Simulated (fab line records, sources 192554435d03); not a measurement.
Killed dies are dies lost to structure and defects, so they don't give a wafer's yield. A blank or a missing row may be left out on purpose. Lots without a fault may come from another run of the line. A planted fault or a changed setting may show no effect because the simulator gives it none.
fab line records | flow n5_finfet
record lots=4 wafers=12 last_day=18
route steps=1938 shown BEOL_M7@1263 BEOL_M15@1830 PASSIVATION@1936
lots that met no fault: from a run of the same line without faults
start_h: hours from the record's first day to the start of the lot's first wafer shown | wait_h: hours since the lot's step before | " the same as in the row above | L1.1+2: a row that stands for several wafers | - no value, or no start given | * or withheld: withheld | < > ~ a bound
route shown NAME@n: a module of which the file shows steps, and the number in the route of the first | usual: mean/standard deviation of fault-free wafers | same: alike in all rows | chamber/n: place in a boat | sites: the reading at each site | _std_site: their standard deviation | _edge_site: outer sites' mean less inner sites' | radius_mm: how far each site lies from the wafer's centre | mask NAME#n: copy n | behind: the tool/chamber that last shaped the wafer | hold: why the lot was held/for how many hours/how that ended | device: the transistor (n, p or np) that didn't switch | end of line: the same wafers' tests at the end of the route | a step without rows: its recipe alone | killed: dies lost to structure and defects at the first sort, not the wafer's yield | map: a wafer's dies, x killed, . not, _ none there
set.NAME: the setting as run; set.NAME@STEP: as run at that earlier step | model.NAME: the simulator's own value behind a step, which no gauge read
lots at some steps of the route; a table a step, a row a wafer
services: from which hour (start_h, from the record's first day; less than 0 if before it) a tool's chamber was out of use, for how many hours, and why
## steps
# step N5_BEOL_M7_ILD_DEP_00
# recipe material=SiCOH_lowk target_thk_a=1797.5 temp_c=300 precursor=DEMS/porogen pressure_torr=5 rf_w=500 time_s=33.4
# step N5_BEOL_M7_CURE_74
# recipe temp_c=385 time_s=240 ambient=He/Ar material=SiCOH_lowk
# step N5_BEOL_M7_PECVD_70
# recipe material=SiO2 target_thk_a=200 temp_c=400 precursor=TEOS/O2 pressure_torr=5.5 rf_w=450 teos_flow_sccm=53.8 gas=O2 flow_sccm=3000 time_s=22.7
# step N5_BEOL_M7_HM_DEP_02
# recipe material=TiN target_thk_a=200 temp_c=25 chamber_pressure_pa=0.49996
# step N5_BEOL_M7_COAT_59
# recipe resist=SOC temp_c=250 time_s=60 spin_rpm=1500 resist_thk_nm=100
# step N5_BEOL_M7_COAT_60
# recipe resist=SiARC temp_c=220 time_s=60 spin_rpm=1500 resist_thk_nm=35
# step N5_BEOL_M7_COAT_05
# recipe resist=CAR-ArF spin_rpm=1500 resist_thk_nm=90
# step N5_BEOL_M7_EBR_07
# recipe solvent=PGMEA ebr_width_mm=1.5
# step N5_BEOL_M7_SOFTBAKE_06
# recipe temp_c=110 time_s=60 resist=CAR-ArF
# step N5_BEOL_M7_EXPOSE_08
# recipe mask_id=M7 na=1.35 source_shape=dipole sigma_inner=0.817 sigma_outer=0.97 polarization=te dose_mj=68.25
# usual exposure_dose_mJ_cm2=68.19/0.076 focus_offset_nm=0.1/0.51
# same sigma_inner=0.817
# columns lot.wafer tool chamber start_h wait_h mask exposure_dose_mJ_cm2 focus_offset_nm
L922.2 arfi_scanner-03 0 301.06 - M7#0 68.26 0.7
L922.3 " 0 " " M7#0 68.15 0.5
L922.4 " 0 " " M7#0 68.32 0.2
L926.1 arfi_scanner-03 0 340.66 - M7#0 58.80 -0.6
L926.2 " 0 " " M7#0 58.90 0.0
L926.5 " 0 " " M7#0 58.87 -0.8
L929.1 arfi_scanner-02 0 343.29 - M7#0 68.09 0.0
L929.3 " 0 " " M7#0 68.17 -1.0
L929.6 " 0 " " M7#0 68.21 -0.2
L930.2 arfi_scanner-03 0 347.36 - M7#0 60.74 0.4
L930.5 " 0 " " M7#0 60.77 -0.4
L930.6 " 0 " " M7#0 60.77 0.2
# step N5_BEOL_M7_PEB_09
# recipe peb_temp_c=withheld peb_time_s=60 resist=CAR-ArF
# step N5_BEOL_M7_DEVELOP_10
# recipe develop_time_s=30 developer=TMAH resist=CAR-ArF rinse_liquid=diw dry=air_spin dev_temp_c=23
# step N5_BEOL_M7_CD_MEAS_11
# recipe target_cd_nm=38.5 landing_energy_ev=500 detector=se_inlens polarity=opening
# usual cd_nm=38.5/0.38
# columns lot.wafer tool chamber start_h wait_h cd_nm
L922.2 cd_sem-01 0 301.18 - 38.7
L922.3 " 0 " " 37.9
L922.4 " 0 " " 38.4
L926.1 cd_sem-02 0 340.79 - 32.2
L926.2 " 0 " " 32.3
L926.5 " 0 " " 32.3
L929.1 cd_sem-01 0 343.42 - 38.4
L929.3 " 0 " " 38.2
L929.6 " 0 " " 38.4
L930.2 cd_sem-03 0 347.49 - 33.1
L930.5 " 0 " " 33.6
L930.6 " 0 " " 32.9
# step N5_BEOL_M7_DESCUM_16
# recipe chemistry=O2 time_s=7.9 source_power_w=50 bias_power_w=20 pressure_mtorr=20 rf_frequency_hz=2.712e+07 temp_c=40 resist=CAR-ArF o2_flow_sccm=225
# step N5_BEOL_M7_ETCH_61
# recipe chemistry=CF4 target=SiARC target_depth_a=455 mask_material=CAR-ArF time_s=75.8 ion_energy_ev=80 pressure_mtorr=40 source_w=545 bias_w=36 Ar_flow_sccm=100 cf4_flow_sccm=100 ends=cleared
# usual drypump_motor_current_A=5.9/0.56 etch_rf_on_time_s=75.6/1.3 oes_product_au=0.68/0.067 rf_vpp_V=184.1/1.2 showerhead_plenum_p_Torr=2.14/0.066 throttle_valve_pct=15.72/0.19
# columns lot.wafer tool chamber start_h wait_h drypump_motor_current_A etch_rf_on_time_s oes_product_au rf_hours_counter_h rf_vpp_V showerhead_plenum_p_Torr throttle_valve_pct model.BEOL_M7.cd_offset_nm
L922.2 rie_diel-01 1 302.38 0.0 6.3 75.4 0.63 181 184.6 2.13 15.69 0
L922.3 " 3 " " 6.0 74.5 0.76 43 183.8 2.09 15.64 -0.8
L922.4 " 2 " " 6.4 72.9 0.73 53 184.0 2.26 15.81 -0.4
L926.1 rie_diel-01 1 340.97 0.0 6.3 77.4 0.61 192 183.9 2.13 15.69 -6
L926.2 " 3 " " 6.0 74.9 0.74 54 183.1 2.09 15.66 -6.2
L926.5 " 1 " " 6.2 77.0 0.62 - 184.9 2.13 15.71 -5.8
L929.1 rie_diel-06 2 343.54 0.0 6.4 75.1 0.63 198 182.8 2.05 15.79 0.2
L929.3 " 0 " " 6.4 73.2 0.79 13 184.3 2.19 15.56 -0.6
L929.6 " 0 " " 6.4 73.3 0.79 - 184.8 2.19 15.60 -0.2
L930.2 rie_diel-03 2 347.61 0.0 5.0 77.3 0.62 191 185.6 2.22 15.77 -5.4
L930.5 " 3 " " 5.3 76.6 0.70 - 185.0 2.16 15.67 -4.8
L930.6 " 0 " " 5.6 76.9 0.59 - 184.6 2.11 15.96 -5.8
# step N5_BEOL_M7_ETCH_62
# recipe chemistry=N2/H2 target=SOC target_depth_a=1100 overetch_a=220 mask_material=SiARC temp_c=40 time_s=165 ion_energy_ev=200 pressure_mtorr=30 source_w=840 bias_w=150 n2_flow_sccm=200 h2_flow_sccm=200
# step N5_BEOL_M7_STRIP_68
# recipe chemistry=N2/H2 temp_c=40 n2_flow_sccm=200 h2_flow_sccm=200 rf_frequency_hz=6e+07
# step N5_BEOL_M7_STRIP_67
# recipe chemistry=CF4 resist=SiARC power_w=300 bias_power_w=75 pressure_mtorr=50 cf4_flow_sccm=150 rf_frequency_hz=6e+07
# step N5_BEOL_M7_HM_OPEN_17
# recipe chemistry=Cl2/BCl3 target_depth_a=200 overetch_a=60 target=TiN mask_material=SOC ion_energy_ev=150 pressure_mtorr=10 icp_w=1000 bias_w=126 Cl2_flow_sccm=53.25 bcl3_flow_sccm=21.75 Ar_flow_sccm=25
# usual bcl3_flow_sccm=21.75/0.068 drypump_motor_current_A=6.1/0.41 he_backside_leak_sccm=3.40/0.2 oes_product_au=0.70/0.039 throttle_valve_pct=22.09/0.062
# columns lot.wafer tool chamber start_h wait_h bcl3_flow_sccm drypump_motor_current_A he_backside_leak_sccm oes_product_au rf_hours_counter_h throttle_valve_pct model.BEOL_M7.cd_offset_nm
L922.2 rie_metal-02 0 302.62 0.0 21.72 6.4 3.49 0.73 13 22.02 0
L922.3 " 1 " " 21.81 5.6 3.39 0.72 - 22.12 -0.6
L922.4 " 0 " " 21.72 6.5 3.39 0.72 - 22.02 -0.2
L926.1 rie_metal-03 0 341.21 0.0 21.74 5.7 3.30 0.66 40 22.07 -6
L926.2 " 1 " " 21.75 6.6 3.59 0.74 14 22.18 -6
L926.5 " 0 " " 21.72 5.7 3.27 0.67 - 22.08 -5.8
L929.1 rie_metal-02 1 343.78 0.0 21.74 5.5 3.40 0.71 19 22.14 0.2
L929.3 " 1 " " 21.70 5.6 3.42 0.71 - 22.16 -0.6
L929.6 " 1 " " 21.78 5.5 3.55 0.70 - 22.17 -0.4
L930.2 rie_metal-02 1 347.85 0.0 21.63 5.5 3.40 0.71 20 22.12 -5.6
L930.5 " 1 " " 21.67 5.5 3.60 0.72 - 22.11 -4.8
L930.6 " 0 " " 21.83 6.4 3.10 0.72 - 22.03 -5.6
# step N5_BEOL_M7_STRIP_19
# recipe chemistry=O2 power_w=400 temp_c=40 pressure_mtorr=30 rf_frequency_hz=6e+07 bias_power_w=0 overash_fraction=0.2 o2_flow_sccm=225
# step N5_BEOL_M7_CD_MEAS_18
# recipe pitch_nm=80 target_cd_nm=40
# usual cd_nm=40.1/0.43
# columns lot.wafer tool chamber start_h wait_h cd_nm
L922.2 cd_sem-03 - 302.94 0.1 39.6
L922.3 " - " " 40.0
L922.4 " - " " 39.7
L926.1 cd_sem-02 - 341.42 0.0 33.9
L926.2 " - " " 33.9
L926.5 " - " " 34.6
L929.1 cd_sem-01 - 344.03 0.0 40.2
L929.3 " - " " 40.0
L929.6 " - " " 40.0
L930.2 cd_sem-01 - 348.03 0.1 34.6
L930.5 " - " " 35.2
L930.6 " - " " 34.2
# step N5_BEOL_M7_COAT_63
# recipe resist=SOC temp_c=250 time_s=60 spin_rpm=1500 resist_thk_nm=60
# step N5_BEOL_M7_COAT_64
# recipe resist=SiARC temp_c=220 time_s=60 spin_rpm=1500 resist_thk_nm=12
# step N5_BEOL_M7_COAT_71
# recipe resist=underlayer temp_c=205 time_s=60 spin_rpm=1500 resist_thk_nm=5
# step N5_BEOL_M7_COAT_22
# recipe resist=CAR-EUV spin_rpm=1500 resist_thk_nm=30
# step N5_BEOL_M7_EBR_24
# recipe solvent=PGMEA ebr_width_mm=1.5
# step N5_BEOL_M7_SOFTBAKE_23
# recipe temp_c=110 time_s=60 resist=CAR-EUV
# step N5_BEOL_M7_EXPOSE_25
# recipe mask_id=V6 na=0.33 source_shape=annular sigma_inner=0.4 sigma_outer=0.8 polarization=unpolarized target_cd_nm=40 dose_mj=42.5
# step N5_BEOL_M7_PEB_26
# recipe peb_temp_c=100 peb_time_s=60 resist=CAR-EUV
# step N5_BEOL_M7_DEVELOP_27
# recipe develop_time_s=30 developer=TMAH resist=CAR-EUV rinse_liquid=surfactant_rinse dry=air_spin dev_temp_c=23
# step N5_BEOL_M7_DESCUM_33
# recipe chemistry=O2 time_s=7 source_power_w=50 bias_power_w=20 pressure_mtorr=20 rf_frequency_hz=2.712e+07 temp_c=40 resist=CAR-EUV o2_flow_sccm=225
# step N5_BEOL_M7_ETCH_72
# recipe chemistry=N2/H2 target=underlayer target_depth_a=65 mask_material=CAR-EUV time_s=5.2 ion_energy_ev=200 pressure_mtorr=30 source_w=840 bias_w=150 n2_flow_sccm=200 h2_flow_sccm=200 ends=cleared
# step N5_BEOL_M7_ETCH_65
# recipe chemistry=CF4 target=SiARC target_depth_a=156 mask_material=CAR-EUV time_s=26 ion_energy_ev=80 pressure_mtorr=40 source_w=545 bias_w=36 Ar_flow_sccm=100 cf4_flow_sccm=100 ends=cleared
# step N5_BEOL_M7_ETCH_66
# recipe chemistry=N2/H2 target=SOC target_depth_a=800 overetch_a=160 mask_material=SiARC temp_c=40 time_s=120 ion_energy_ev=200 pressure_mtorr=30 source_w=840 bias_w=150 n2_flow_sccm=200 h2_flow_sccm=200
# step N5_BEOL_M15_RC_MEAS_101
# usual COMB_M10=1.5e-11/3.4e-12 COMB_M11=1.51e-11/2.7e-12 COMB_M11_max_site=2.2e-11/4.4e-12 COMB_M12=6.6e-12/1.5e-12 COMB_M13=5.2e-12/1.3e-12 COMB_M14=4e-12/1.2e-12 COMB_M15=2.8e-12/1e-12 COMB_M5=3.7e-11/8.2e-12 COMB_M6=2.6e-11/5.6e-12 COMB_M8=2.5e-11/5.2e-12 COMB_M9=1.5e-11/3e-12 SERP_M10=3.07/0.075 SERP_M11=3.07/0.063 SERP_M12=0.640/0.014 SERP_M13=0.309/0.0055 SERP_M14=0.1595/0.0029 SERP_M5=38.4/1.5 SERP_M6=13.8/0.44 SERP_M7=13.8/0.45 SERP_M7_max_site=14.4/0.49 SERP_M8=13.8/0.46 SERP_M9=3.06/0.076
# columns lot.wafer tool chamber start_h wait_h COMB_M10[S/m] COMB_M11[S/m] COMB_M11_max_site[S/m] COMB_M12[S/m] COMB_M13[S/m] COMB_M14[S/m] COMB_M15[S/m] COMB_M5[S/m] COMB_M6[S/m] COMB_M8[S/m] COMB_M9[S/m] SERP_M10[ohm/um] SERP_M11[ohm/um] SERP_M12[ohm/um] SERP_M13[ohm/um] SERP_M14[ohm/um] SERP_M5[ohm/um] SERP_M6[ohm/um] SERP_M7[ohm/um] SERP_M7_max_site[ohm/um] SERP_M8[ohm/um] SERP_M9[ohm/um]
L922.2 prober-01 0 362.11 0.2 1e-11 1.51e-11 1.9e-11 5.6e-12 4.2e-12 2e-12 1.5e-12 2.7e-11 2.8e-11 1.8e-11 1e-11 3.11 3.02 0.654 0.318 0.1539 41.3 13.8 13.8 14.2 12.5 3.02
L922.3 " 0 " " 1.2e-11 1.5e-11 1.7e-11 4.4e-12 6e-12 2.8e-12 2.7e-12 2.8e-11 2.4e-11 2.4e-11 1.1e-11 3.14 3.11 0.639 0.314 0.1578 38.5 13.8 14.4 14.6 13.3 3.11
L922.4 " 0 " " 1.6e-11 1.82e-11 3.4e-11 4.5e-12 6.3e-12 2.6e-12 2.1e-12 2.2e-11 2.4e-11 2.5e-11 1.2e-11 2.99 3.09 0.624 0.323 0.1587 39.9 13.2 13.3 13.7 12.9 3.10
L926.1 prober-01 0 406.77 0.4 1.8e-11 1.07e-11 2.1e-11 7.9e-12 6.3e-12 3.6e-12 1.8e-12 4e-11 2.5e-11 2.6e-11 1.2e-11 3.09 3.06 0.627 0.303 0.1652 36.3 13.8 18.8 19.6 13.9 3.09
L926.2 " 0 " " 1.5e-11 1.35e-11 2.4e-11 5.5e-12 7.1e-12 2.3e-12 1.6e-12 2.9e-11 2.3e-11 3.1e-11 1.3e-11 3.15 3.09 0.643 0.318 0.1606 35.8 13.8 19.4 20.1 13.7 3.02
L926.5 " 0 " " 1.9e-11 1.31e-11 2.8e-11 6.2e-12 3.6e-12 2.6e-12 2.3e-12 5.1e-11 3.5e-11 4.3e-11 1.1e-11 3.00 3.13 0.623 0.315 0.1607 37.1 14.2 17.9 18.5 13.9 3.00
L929.1 prober-01 0 408.00 0.2 1.5e-11 1.36e-11 1.9e-11 4.5e-12 6.1e-12 2e-12 1.3e-12 2.8e-11 2.4e-11 2.1e-11 1.9e-11 3.19 3.13 0.633 0.310 0.1588 40.1 13.7 14.3 14.7 14.2 3.16
L929.3 " 0 " " 1.5e-11 1.48e-11 2e-11 4.6e-12 4.8e-12 3.2e-12 8e-13 3.7e-11 1.9e-11 1.8e-11 1.4e-11 2.98 3.13 0.636 0.312 0.1640 40.8 14.0 13.5 14.0 14.2 3.01
L929.6 " 0 " " 1.8e-11 1.42e-11 2.1e-11 4.3e-12 5.3e-12 3e-12 2e-12 3.5e-11 2.3e-11 2.3e-11 1.7e-11 3.05 3.05 0.626 0.304 0.1593 40.5 13.8 13.7 14.4 14.2 3.07
L930.2 prober-02 0 415.43 0.2 1.4e-11 1.73e-11 2.5e-11 8e-12 5.3e-12 5.1e-12 4e-12 6.2e-11 1.9e-11 2.9e-11 1.6e-11 3.15 3.08 0.646 0.303 0.1598 37.0 13.1 18.0 18.8 14.4 3.02
L930.5 " 0 " " 1.6e-11 1.62e-11 2.1e-11 8.4e-12 5.5e-12 4.7e-12 4.5e-12 2.9e-11 2.7e-11 2.7e-11 1.7e-11 3.02 3.12 0.654 0.314 0.1594 39.6 14.1 17.7 18.4 14.0 2.92
L930.6 " 0 " " 1.3e-11 1.2e-11 2.1e-11 7.9e-12 4.7e-12 4.7e-12 4.5e-12 3.5e-11 1.8e-11 2.5e-11 1.7e-11 3.15 3.06 0.640 0.308 0.1638 37.8 13.6 18.0 19.1 13.7 2.99
# sites SERP_M7 radius_mm=0,75,75,75,75,140,140,140,140
L922.2 13.8 14.1 14.2 13.5 14.0 13.1 13.7 13.8 13.4
L926.1 18.5 19.2 18.8 18.9 19.6 17.7 18.2 18.2 18.9
L929.1 14.7 14.4 14.3 14.3 14.3 13.2 12.8 13.2 13.6
L930.2 17.8 18.8 18.2 17.4 18.3 18.0 17.7 17.6 18.6
# step N5_PASSIVATION_PROBE_49
# usual defect_limited_yield=90.8/1.7 killed_at_M0_to_M3=37/12 killed_at_M4_up=15/5.6 killed_at_contacts=13/6.9 killed_at_front_end=40/11 killed_at_other=4/3.2 killed_dies=109/20 killed_on_rim=14/4.3 killed_open=73/15 killed_short=35/8.3 sort_bin_5_function=5.4/1.1 sort_bin_6_memory=3.5/0.73 sort_bin_8_speed=0/0 sort_n_pass=1071/20 sort_yield_pct=90.8/1.7
# same gross_dies=1180 killed_at_back_side=0 sort_bin_4_leakage[%]=0
# columns lot.wafer tool chamber start_h wait_h defect_limited_yield[%] killed_at_M0_to_M3 killed_at_M4_up killed_at_contacts killed_at_front_end killed_at_other killed_dies killed_on_rim killed_open killed_short sort_bin_5_function[%] sort_bin_6_memory[%] sort_bin_8_speed[%] sort_n_pass sort_yield_pct[%]
L922.2 prober-01 - 380.79 0.1 87.8 61 13 8 62 0 144 17 83 51 7.1 4.0 0 1036 87.8
L922.3 prober-01 - 380.84 0.1 90.4 48 14 7 44 0 113 17 82 30 5.9 3.3 0 1067 90.4
L922.4 prober-01 - 380.89 0.2 91.3 37 15 11 40 0 103 9 69 33 5.8 3.0 0 1077 91.3
L929.1 prober-01 - 425.88 0.0 90.7 38 16 21 35 0 110 23 64 45 5.3 3.3 0 1070 90.7
L929.3 prober-01 - 425.98 0.1 92.7 33 6 11 35 1 86 11 56 30 4.2 2.6 0 1094 92.7
L929.6 prober-01 - 426.13 0.3 89.9 42 10 26 28 13 119 14 77 40 5.9 3.8 0 1061 89.9
L926.1 prober-02 - 426.85 0.0 90.8 34 12 25 37 0 108 18 73 31 5.5 3.5 0 1072 90.8
L926.2 prober-02 - 426.90 0.1 90.8 37 13 13 45 1 109 13 65 41 5.5 3.4 0 1071 90.8
L926.5 prober-02 - 427.05 0.2 89.7 36 18 29 38 0 121 10 95 24 6.3 3.6 0 1059 89.7
L930.2 prober-01 - 431.24 0.1 93.1 26 14 15 25 1 81 8 57 22 4.3 2.1 0 1099 93.1
L930.5 prober-01 - 431.39 0.2 91.2 30 21 11 41 1 104 13 73 31 5.0 3.7 0 1076 91.2
L930.6 prober-01 - 431.44 0.3 90.7 35 21 13 40 1 110 13 81 25 5.7 3.2 0.08 1070 90.7
# killed by level:class
L922.2 BEOL_M0_SAQP:geometric_particle:short=14 STI_FIN_REVEAL:geometric_particle:open=13 FIN_SAQP:geometric_particle:open=11 FIN_SAQP:geometric_particle:short=11 BEOL_M0_SAQP:geometric_particle:open=10 BEOL_M2:geometric_particle:open=10 MOL_CONTACT_COAG:geometric_particle:open=8 BEOL_M4:geometric_particle:open=8
L922.3 STI_FIN_REVEAL:geometric_particle:open=12 BEOL_M0_SAQP:geometric_particle:open=11 BEOL_M1:geometric_particle:open=8 MOL_CONTACT_COAG:geometric_particle:open=7 BEOL_M2:geometric_particle:open=6 BEOL_M3:geometric_particle:open=6 STARTING-WAFER:geometric_particle:open=6 FIN_SAQP:geometric_particle:open=5
L922.4 FIN_SAQP:geometric_particle:short=11 BEOL_M4:geometric_particle:open=10 BEOL_M0_SAQP:geometric_particle:short=10 MOL_CONTACT_COAG:geometric_particle:open=9 STI_FIN_REVEAL:geometric_particle:open=8 BEOL_M3:geometric_particle:open=8 BEOL_M0_SAQP:geometric_particle:open=6 BEOL_M2:geometric_particle:open=6
L929.1 MOL_CONTACT_COAG:geometric_particle:open=16 BEOL_M1:geometric_particle:open=8 BEOL_M2:geometric_particle:short=8 BEOL_M0_SAQP:geometric_particle:short=7 STARTING-WAFER:geometric_particle:short=7 STI_FIN_REVEAL:geometric_particle:open=6 BEOL_M3:geometric_particle:open=6 FIN_SAQP:geometric_particle:short=5
L929.3 MOL_CONTACT_COAG:geometric_particle:open=10 FIN_SAQP:geometric_particle:short=9 BEOL_M0_SAQP:geometric_particle:open=9 FIN_SAQP:geometric_particle:open=7 BEOL_M2:geometric_particle:short=6 BEOL_M3:geometric_particle:open=6 BEOL_M2:geometric_particle:open=5 STARTING-WAFER:geometric_particle:short=4
L929.6 MOL_CONTACT_COAG:geometric_particle:open=18 BEOL_M2:geometric_particle:open=17 FIN_SAQP:geometric_particle:short=9 MOL_CONTACT_COAG:geometric_particle:short=8 FIN_SAQP:geometric_particle:open=6 BEOL_M2:geometric_particle:short=6 BEOL_M0_SAQP:geometric_particle:short=5 BEOL_M3:geometric_particle:open=5
L926.1 MOL_CONTACT_COAG:geometric_particle:open=22 BEOL_M0_SAQP:geometric_particle:open=8 BEOL_M2:geometric_particle:open=7 BEOL_M0_SAQP:geometric_particle:short=7 BEOL_M1:geometric_particle:open=7 FIN_SAQP:geometric_particle:short=6 GATE_CUT:geometric_particle:short=6 GATE_CUT:geometric_particle:open=6
L926.2 FIN_SAQP:geometric_particle:short=15 BEOL_M2:geometric_particle:open=14 STI_FIN_REVEAL:geometric_particle:open=10 MOL_CONTACT_COAG:geometric_particle:open=10 BEOL_M0_SAQP:geometric_particle:short=8 BEOL_M0_SAQP:geometric_particle:open=8 FIN_SAQP:geometric_particle:open=4 BEOL_M4:geometric_particle:open=4
L926.5 MOL_CONTACT_COAG:geometric_particle:open=25 BEOL_M2:geometric_particle:open=12 STI_FIN_REVEAL:geometric_particle:open=10 BEOL_M0_SAQP:geometric_particle:open=7 GATE_CUT:geometric_particle:short=6 BEOL_M1:geometric_particle:open=6 BEOL_M4:geometric_particle:open=6 FIN_SAQP:geometric_particle:open=5
L930.2 MOL_CONTACT_COAG:geometric_particle:open=14 BEOL_M0:geometric_particle:open=7 BEOL_M4:geometric_particle:open=7 STI_FIN_REVEAL:geometric_particle:open=6 GATE_CUT:geometric_particle:short=6 BEOL_M0_SAQP:geometric_particle:open=6 FIN_SAQP:geometric_particle:short=5 BEOL_M3:geometric_particle:open=4
L930.5 FIN_SAQP:geometric_particle:open=9 MOL_CONTACT_COAG:geometric_particle:open=9 STI_FIN_REVEAL:geometric_particle:open=7 BEOL_M2:geometric_particle:open=7 FIN_SAQP:geometric_particle:short=6 BEOL_M4:geometric_particle:open=6 GATE_CUT:geometric_particle:open=5 BEOL_M0_SAQP:geometric_particle:open=5
L930.6 FIN_SAQP:geometric_particle:open=14 MOL_CONTACT_COAG:geometric_particle:open=13 BEOL_M4:geometric_particle:open=9 BEOL_M2:geometric_particle:open=9 BEOL_M1:geometric_particle:open=8 FIN_SAQP:geometric_particle:short=7 BEOL_M0:geometric_particle:open=6 STI_FIN_REVEAL:geometric_particle:open=5
## services
# columns tool chamber start_h hours kind
rie_diel-06 3 281.08 5.0 repair
rie_diel-06 1 284.55 4.9 repair
rie_diel-06 0 289.47 - clean
rie_diel-06 0 289.47 - consumable_replace:focus_ring
rie_diel-06 0 289.47 12.7 scheduled_down
rie_diel-06 0 289.47 12.7 vent_cycle
rie_diel-03 - 293.56 16.0 repair
arfi_scanner-02 - 294.68 0.4 repair
arfi_scanner-02 - 295.73 10.5 repair
arfi_scanner-03 - 323.01 5.5 pm
arfi_scanner-03 - 329.41 1.0 pm
arfi_scanner-02 - 333.18 2.4 repair
arfi_scanner-02 - 343.82 3.9 pm
## key
first_sign step=N5_BEOL_M7_EXPOSE_08 reading=exposure_dose_mJ_cm2 direction=down sigmas=99+ usual=68.19 struck=59.81
effect step=N5_BEOL_M7_CD_MEAS_11 reading=cd_nm direction=down sigmas=15 usual=38.5 struck=32.7 through=control_loop
effect step=N5_BEOL_M7_CD_MEAS_18 reading=cd_nm direction=down sigmas=13 usual=40.1 struck=34.4 through=control_loop
effect step=N5_BEOL_M15_RC_MEAS_101 reading=SERP_M7 direction=up sigmas=10 usual=13.8 struck=18.3
model_effect step=N5_BEOL_M7_ETCH_61 value=BEOL_M7.cd_offset_nm without=0.2 struck=-5.667
model_effect step=N5_BEOL_M7_HM_OPEN_17 value=BEOL_M7.cd_offset_nm without=0.2 struck=-5.633
met_at N5_BEOL_M7_EXPOSE_08
struck_wafers L926.1,L926.2,L926.5,L930.2,L930.5,L930.6
loop_trim step=N5_BEOL_M7_EXPOSE_08 setting=dose lots=L930
onset_between 301.06 340.66
fault kind=process_parameter_drift tool=arfi_scanner-03 chamber=- onset_h=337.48 steps=N5_BEOL_M7_EXPOSE_08 channel=dose_mj offset=-9.2279 shape=step acts_in=these_recipes_only stated=68.25
# loop_trim: a control loop set the setting to another value than it would have without faults
